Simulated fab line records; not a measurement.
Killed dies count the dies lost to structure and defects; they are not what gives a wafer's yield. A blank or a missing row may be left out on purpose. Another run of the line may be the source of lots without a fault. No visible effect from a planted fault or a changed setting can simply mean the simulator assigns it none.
fab line records | flow nandHarc | part 2 of 2: steps 5 to 6 of 6
record lots=24 | wafers=72 | lastDay=34
route steps=1302 shown A_STAIRCASE@639
lots that met no fault: taken from a fault-free run of the same line
startH: hours from the record's opening day to when the first of the lot's shown wafers began | waitH: time in hours since the lot's previous step | " repeats the value in the row above | L1.1+2: a single row standing in for several wafers | - either no value or no given start | * or withheld: withheld | < > ~ a bound
route shown NAME@n: names a module that has steps shown in the file, with the first one's number in the route | usual: mean and standard deviation over wafers with no fault | same: alike in all rows | chamber/n: place in a boat | sites: readings site by site | _std_site: the standard deviation of these | _edge_site: inner sites' mean taken away from outer sites' mean | radiusMm: for every site, how far away it sits from the centre of the wafer | mask NAME#n: copy n | behind: the tool/chamber that last shaped the wafer | hold: reason for holding the lot/hours on hold/outcome of the hold | device: names the non-switching transistor (n, p or np) | end of line: tests run on the same wafers once the route is complete | step lacking rows: just its recipe | killed: not the wafer's yield, but the dies lost to structure and defects at the first sort | map: per-die view of a wafer (x killed, . not killed, _ where there is no die)
set.NAME: the run value of the setting; set.NAME@STEP: its run value at that earlier step | model.NAME: the simulator's own value behind a step, which no gauge read
steps of the route over a sample of lots; a table a step, a row a wafer
services: when a tool's chamber went out of use (startH, in hours from the record's first day, below 0 if earlier), for how many hours, and the reason
## steps
# step NHARC_A_STAIRCASE_TRIM_191
# recipe timeS=211.2 | o2FlowSccm=500 | arFlowSccm=0 | biasW=0 | chemistry=O2
# usual drypumpMotorCurrentA=5.6/0.31 | oesProductAu=1.001/0.0071 | rfVppV=57.8/0.89 | showerheadPlenumPTorr=3.53/0.15 | throttleValvePct=17.036/0.009
lot.wafer | tool       | chamber | startH | waitH | drypumpMotorCurrentA | oesProductAu | rfHoursCounterH | rfVppV | showerheadPlenumPTorr | throttleValvePct
L074.2    | rieDiel-11 | 3       | -      | -     | 5.7                  | 0.998        | 26              | 58.6   | 3.67                  | 17.030
L074.3    | "          | 1       | "      | "     | 5.8                  | 1.010        | 24              | 57.0   | 3.42                  | 17.017
L074.5    | "          | 2       | "      | "     | 5.8                  | 1.002        | -               | 57.5   | 3.28                  | 17.024
L075.1    | rieDiel-02 | 3       | -      | -     | 5.2                  | 1.004        | 54              | 57.7   | 3.61                  | 17.039
L075.2    | "          | 1       | "      | "     | 5.8                  | 1.011        | 45              | 58.9   | 3.76                  | 17.046
L075.4    | "          | 2       | "      | "     | 6.0                  | 1.001        | 48              | 58.2   | 3.43                  | 17.034
L076.4    | rieDiel-04 | 1       | -      | -     | 5.7                  | 1.007        | 2               | 57.3   | 3.63                  | 17.055
L076.6    | "          | 3       | "      | "     | 5.0                  | 1.006        | -               | 57.1   | 3.47                  | 17.032
L076.5    | "          | 0       | "      | "     | 5.6                  | 1.006        | -               | 57.4   | 3.66                  | 17.029
L077.1    | rieDiel-04 | 3       | -      | -     | 5.0                  | 1.005        | 3               | 60.1   | 3.47                  | 17.036
L077.2    | "          | 0       | "      | "     | 5.6                  | 0.999        | 3               | 58.0   | 3.66                  | 17.027
L077.5    | "          | 3       | "      | "     | 5.0                  | 0.995        | -               | 57.7   | 3.47                  | 17.045
L078.3    | rieDiel-04 | 1       | -      | -     | 5.8                  | 0.999        | 9               | 58.4   | 3.63                  | 17.041
L078.1    | "          | 2       | "      | "     | 5.9                  | 0.995        | 10              | 56.9   | 3.60                  | 17.033
L078.5    | "          | 0       | "      | "     | 5.6                  | 0.995        | -               | 57.3   | 3.65                  | 17.028
L079.3    | rieDiel-04 | 1       | -      | -     | 5.7                  | 0.999        | 12              | 58.0   | 3.63                  | 17.020
L079.1    | "          | 2       | "      | "     | 6.0                  | 0.996        | 13              | 58.5   | 3.60                  | 17.056
L079.5    | "          | 1       | "      | "     | 5.7                  | 0.992        | -               | 58.2   | 3.63                  | 17.034
L080.2    | rieDiel-04 | 3       | -      | -     | 5.0                  | 1.004        | 18              | 57.6   | 3.46                  | 17.049
L080.6    | "          | 2       | "      | "     | 6.0                  | 0.995        | -               | 58.3   | 3.60                  | 17.029
L080.5    | "          | 3       | "      | "     | 5.0                  | 1.007        | -               | 57.9   | 3.46                  | 17.041
L081.1    | rieDiel-11 | 0       | -      | -     | 5.3                  | 1.005        | 46              | 56.2   | 3.31                  | 17.035
L081.4    | "          | 1       | "      | "     | 5.8                  | 1.008        | 48              | 56.6   | 3.41                  | 17.039
L081.6    | "          | 3       | "      | "     | 5.7                  | 1.003        | -               | 58.5   | 3.65                  | 17.044
L082.2    | rieDiel-04 | 3       | 435.07 | -     | 5.0                  | 1.008        | 21              | 56.9   | 3.46                  | 17.039
L082.1    | "          | 1       | "      | "     | 5.7                  | 1.001        | 22              | 57.9   | 3.62                  | 17.040
L082.5    | "          | 0       | "      | "     | 5.7                  | 1.002        | -               | 57.5   | 3.65                  | 17.042
L084.2    | rieDiel-02 | 0       | -      | -     | 5.6                  | 1.003        | 17              | 57.2   | 3.31                  | 17.028
L084.4    | "          | 2       | "      | "     | 6.0                  | 1.000        | 23              | 55.2   | 3.41                  | 17.044
L084.6    | "          | 0       | "      | "     | 5.6                  | 1.010        | -               | 55.4   | 3.30                  | 17.026
L083.4    | rieDiel-02 | 2       | -      | -     | 6.0                  | 0.989        | 24              | 56.5   | 3.41                  | 17.029
L083.3    | "          | 0       | "      | "     | 5.6                  | 0.998        | 18              | 57.0   | 3.30                  | 17.045
L083.6    | "          | 3       | "      | "     | 5.2                  | 0.995        | -               | 58.2   | 3.59                  | 17.028
L085.3    | rieDiel-04 | 2       | -      | -     | 6.0                  | 0.998        | 35              | 57.2   | 3.59                  | 17.039
L085.4    | "          | 3       | "      | "     | 5.0                  | 0.997        | 33              | 58.0   | 3.45                  | 17.034
L085.6    | "          | 1       | "      | "     | 5.7                  | 1.001        | -               | 58.4   | 3.61                  | 17.032
L086.1    | rieDiel-11 | 2       | -      | -     | 5.8                  | 0.991        | 9               | 58.6   | 3.80                  | 17.033
L086.3    | "          | 0       | "      | "     | 5.4                  | 0.993        | 14              | 56.4   | 3.30                  | 17.054
L086.5    | "          | 2       | "      | "     | 5.8                  | 0.996        | -               | 57.1   | 3.80                  | 17.033
L087.1    | rieDiel-02 | 2       | -      | -     | 6.0                  | 0.989        | 30              | 58.2   | 3.41                  | 17.039
L087.2    | "          | 0       | "      | "     | 5.7                  | 1.011        | 26              | 57.2   | 3.30                  | 17.049
L087.5    | "          | 3       | "      | "     | 5.2                  | 0.990        | -               | 58.5   | 3.59                  | 17.044
L088.4    | rieDiel-02 | 2       | -      | -     | 6.0                  | 0.983        | 38              | 57.5   | 3.41                  | 17.038
L088.2    | "          | 3       | "      | "     | 5.2                  | 0.993        | 33              | 58.4   | 3.58                  | 17.032
L088.6    | "          | 1       | "      | "     | 5.8                  | 0.991        | -               | 58.7   | 3.73                  | 17.016
L089.1    | rieDiel-02 | 3       | -      | -     | 5.2                  | 0.995        | 33              | 56.8   | 3.58                  | 17.037
L089.4    | "          | 0       | "      | "     | 5.6                  | 1.021        | 32              | 56.7   | 3.30                  | 17.036
L089.3    | "          | 1       | "      | "     | 5.8                  | 1.005        | 36              | 58.6   | 3.73                  | 17.015
L090.1    | rieDiel-11 | 0       | -      | -     | 5.3                  | 1.003        | 26              | 58.2   | 3.29                  | 17.033
L090.3    | "          | 1       | "      | "     | 5.7                  | 1.010        | 22              | 57.7   | 3.40                  | 17.032
L090.6    | "          | 2       | "      | "     | 5.8                  | 1.000        | -               | 57.8   | 3.80                  | 17.039
L091.2    | rieDiel-11 | 0       | -      | -     | 5.3                  | 1.004        | 26              | 57.2   | 3.29                  | 17.019
L091.3    | "          | 1       | "      | "     | 5.8                  | 1.015        | 22              | 57.5   | 3.40                  | 17.019
L091.4    | "          | 2       | "      | "     | 5.8                  | 1.004        | 19              | 58.7   | 3.80                  | 17.039
L093.3    | rieDiel-02 | 2       | -      | -     | 6.0                  | 1.000        | 52              | 57.4   | 3.40                  | 17.033
L093.1    | "          | 3       | "      | "     | 5.2                  | 1.008        | 42              | 58.4   | 3.58                  | 17.054
L093.5    | "          | 0       | "      | "     | 5.6                  | 1.003        | -               | 57.5   | 3.29                  | 17.031
L092.3    | rieDiel-11 | 1       | -      | -     | 5.7                  | 1.016        | 35              | 58.4   | 3.39                  | 17.049
L092.4    | "          | 3       | "      | "     | 5.7                  | 1.015        | 37              | 57.5   | 3.63                  | 17.026
L092.6    | "          | 1       | "      | "     | 5.7                  | 1.012        | -               | 57.3   | 3.39                  | 17.033
L095.2    | rieDiel-04 | 0       | -      | -     | 5.6                  | 1.009        | 6               | 59.2   | 3.62                  | 17.026
L095.1    | "          | 2       | "      | "     | 6.0                  | 1.009        | 4               | 57.1   | 3.57                  | 17.045
L095.3    | "          | 3       | "      | "     | 5.0                  | 1.001        | 4               | 57.9   | 3.44                  | 17.046
L094.2    | rieDiel-04 | 0       | -      | -     | 5.6                  | 1.011        | 12              | 57.5   | 3.62                  | 17.029
L094.5    | "          | 2       | "      | "     | 5.9                  | 0.994        | -               | 57.9   | 3.57                  | 17.023
L094.6    | "          | 3       | "      | "     | 5.0                  | 0.996        | -               | 57.1   | 3.44                  | 17.036
L096.2    | rieDiel-02 | 2       | -      | -     | 6.0                  | 0.996        | 0               | 57.5   | 3.39                  | 17.041
L096.6    | "          | 0       | "      | "     | 5.7                  | 0.997        | -               | 56.5   | 3.29                  | 17.031
L096.5    | "          | 1       | "      | "     | 5.8                  | 0.996        | -               | 58.1   | 3.72                  | 17.032
L097.2    | rieDiel-02 | 2       | -      | -     | 6.0                  | 0.995        | 2               | 58.7   | 3.39                  | 17.052
L097.3    | "          | 3       | "      | "     | 5.2                  | 1.010        | 6               | 58.6   | 3.57                  | 17.022
L097.6    | "          | 3       | "      | "     | 5.2                  | 0.991        | -               | 58.1   | 3.57                  | 17.037
# step NHARC_A_STAIRCASE_ETCH_232
# recipe targetDepthA=1000 | timeS=40.5 | ionEnergyEv=400 | c4f8FlowSccm=20 | o2FlowSccm=10 | arFlowSccm=withheld | rfW=600 | biasW=1000 | chemistry=C4F8/O2
# usual oesProductAu=0.947/0.01 | rfVppV=896/5.2
lot.wafer | tool       | chamber | startH | waitH | oesProductAu | rfHoursCounterH | rfVppV
L074.3    | rieDiel-11 | 0       | -      | -     | 0.966        | 25              | 889
L074.2    | "          | 1       | "      | "     | 0.985        | 26              | 892
L074.5    | "          | 3       | "      | "     | 0.958        | -               | 900
L075.1    | rieDiel-04 | 2       | -      | -     | 0.942        | 4               | 899
L075.4    | "          | 0       | "      | "     | 0.945        | 4               | 901
L075.2    | "          | 1       | "      | "     | 0.949        | 4               | 899
L076.4    | rieDiel-02 | 1       | -      | -     | 0.955        | 47              | 906
L076.5    | "          | 2       | "      | "     | 0.939        | -               | 892
L076.6    | "          | 3       | "      | "     | 0.937        | -               | 898
L077.1    | rieDiel-11 | 3       | -      | -     | 0.949        | 33              | 902
L077.2    | "          | 1       | "      | "     | 0.955        | 30              | 892
L077.5    | "          | 3       | "      | "     | 0.939        | -               | 901
L078.1    | rieDiel-04 | 0       | -      | -     | 0.944        | 11              | 902
L078.3    | "          | 1       | "      | "     | 0.927        | 12              | 898
L078.5    | "          | 1       | "      | "     | 0.928        | -               | 900
L079.1    | rieDiel-04 | 0       | -      | -     | 0.948        | 12              | 900
L079.3    | "          | 1       | "      | "     | 0.940        | 13              | 900
L079.5    | "          | 3       | "      | "     | 0.948        | -               | 893
L080.2    | rieDiel-04 | 2       | -      | -     | 0.936        | 21              | 898
L080.6    | "          | 3       | "      | "     | 0.935        | -               | 893
L080.5    | "          | 0       | "      | "     | 0.950        | -               | 901
L081.4    | rieDiel-04 | 2       | -      | -     | 0.930        | 21              | 898
L081.1    | "          | 3       | "      | "     | 0.949        | 20              | 893
L081.6    | "          | 2       | "      | "     | 0.935        | -               | 899
L082.2    | rieDiel-02 | 3       | -      | -     | 0.960        | 11              | 899
L082.1    | "          | 1       | "      | "     | 0.950        | 12              | 903
L082.5    | "          | 2       | "      | "     | 0.942        | -               | 892
L084.4    | rieDiel-11 | 0       | -      | -     | 0.945        | 6               | 886
L084.2    | "          | 1       | "      | "     | 0.962        | 4               | 892
L084.6    | "          | 1       | "      | "     | 0.961        | -               | 891
L083.3    | rieDiel-02 | 2       | -      | -     | 0.951        | 25              | 893
L083.4    | "          | 0       | "      | "     | 0.959        | 20              | 887
L083.6    | "          | 1       | "      | "     | 0.953        | -               | 903
L085.4    | rieDiel-04 | 1       | -      | -     | 0.956        | 39              | 900
L085.3    | "          | 2       | "      | "     | 0.951        | 37              | 898
L085.6    | "          | 0       | "      | "     | 0.949        | -               | 900
L086.1    | rieDiel-02 | 3       | -      | -     | 0.941        | 25              | 898
L086.3    | "          | 0       | "      | "     | 0.929        | 25              | 888
L086.5    | "          | 0       | "      | "     | 0.941        | -               | 888
L087.1    | rieDiel-04 | 1       | -      | -     | 0.944        | 43              | 899
L087.2    | "          | 3       | "      | "     | 0.952        | 40              | 893
L087.5    | "          | 1       | "      | "     | 0.944        | -               | 899
L088.2    | rieDiel-11 | 2       | -      | -     | 0.941        | 16              | 905
L088.4    | "          | 0       | "      | "     | 0.965        | 23              | 888
L088.6    | "          | 3       | "      | "     | 0.973        | -               | 902
L089.1    | rieDiel-04 | 2       | -      | -     | 0.935        | 50              | 898
L089.4    | "          | 3       | "      | "     | 0.946        | 48              | 894
L089.3    | "          | 0       | "      | "     | 0.937        | 47              | 900
L090.3    | rieDiel-02 | 2       | -      | -     | 0.947        | 41              | 892
L090.1    | "          | 0       | "      | "     | 0.946        | 35              | 886
L090.6    | "          | 1       | "      | "     | 0.945        | -               | 904
L091.4    | rieDiel-11 | 2       | -      | -     | 0.942        | 21              | 905
L091.3    | "          | 0       | "      | "     | 0.943        | 28              | 886
L091.2    | "          | 1       | "      | "     | 0.952        | 23              | 891
L093.1    | rieDiel-11 | 0       | -      | -     | 0.936        | 43              | 888
L093.3    | "          | 1       | "      | "     | 0.951        | 36              | 891
L093.5    | "          | 0       | "      | "     | 0.953        | -               | 888
L092.4    | rieDiel-04 | 0       | -      | -     | 0.963        | 5               | 899
L092.3    | "          | 1       | "      | "     | 0.950        | 5               | 899
L092.6    | "          | 3       | "      | "     | 0.959        | -               | 892
L095.3    | rieDiel-02 | 3       | -      | -     | 0.955        | 45              | 897
L095.1    | "          | 1       | "      | "     | 0.934        | 53              | 903
L095.2    | "          | 2       | "      | "     | 0.948        | 55              | 891
L094.2    | rieDiel-04 | 2       | -      | -     | 0.961        | 12              | 899
L094.6    | "          | 2       | "      | "     | 0.949        | -               | 899
L094.5    | "          | 3       | "      | "     | 0.953        | -               | 890
L096.2    | rieDiel-04 | 3       | -      | -     | 0.941        | 18              | 893
L096.6    | "          | 2       | "      | "     | 0.935        | -               | 897
L096.5    | "          | 3       | "      | "     | 0.941        | -               | 892
L097.3    | rieDiel-02 | 3       | -      | -     | 0.942        | 8               | 898
L097.2    | "          | 2       | "      | "     | 0.945        | 4               | 890
L097.6    | "          | 3       | "      | "     | 0.951        | -               | 897
## services
tool       | chamber | startH | hours | kind
pecvd-02   | 0       | 325.53 | 6.8   | repair
rieDiel-11 | 2       | 329.85 | 5.9   | repair
rieDiel-02 | 2       | 337.12 | 14.5  | repair
rieDiel-02 | 1       | 345.74 | 9.2   | repair
rieDiel-04 | -       | 354.90 | 9.0   | pm
pecvd-04   | 0       | 362.24 | 26.8  | repair
pecvd-02   | -       | 388.33 | 2.9   | repair
rieDiel-02 | -       | 393.85 | 9.0   | pm
pecvd-02   | -       | 408.04 | 13.0  | pm
pecvd-01   | -       | 434.87 | 0.8   | repair
rieDiel-11 | -       | 435.05 | 9.0   | pm
pecvd-04   | -       | 451.47 | 13.0  | pm
rieDiel-11 | 3       | 472.03 | 2.5   | repair
rieDiel-11 | 2       | 475.80 | 1.7   | repair
rieDiel-11 | 1       | 479.93 | 1.9   | repair
pecvd-01   | -       | 492.83 | 13.0  | pm
rieDiel-11 | 2       | 499.34 | 4.3   | repair
pecvd-02   | 2       | 503.27 | 3.4   | repair
rieDiel-02 | 0       | 528.43 | 4.4   | repair
rieDiel-04 | -       | 531.90 | 9.0   | pm
rieDiel-02 | 0       | 548.83 | 3.4   | repair
pecvd-02   | 0       | 555.87 | 21.5  | repair
rieDiel-02 | -       | 573.09 | 9.0   | pm
rieDiel-11 | 1       | 593.13 | 14.8  | repair
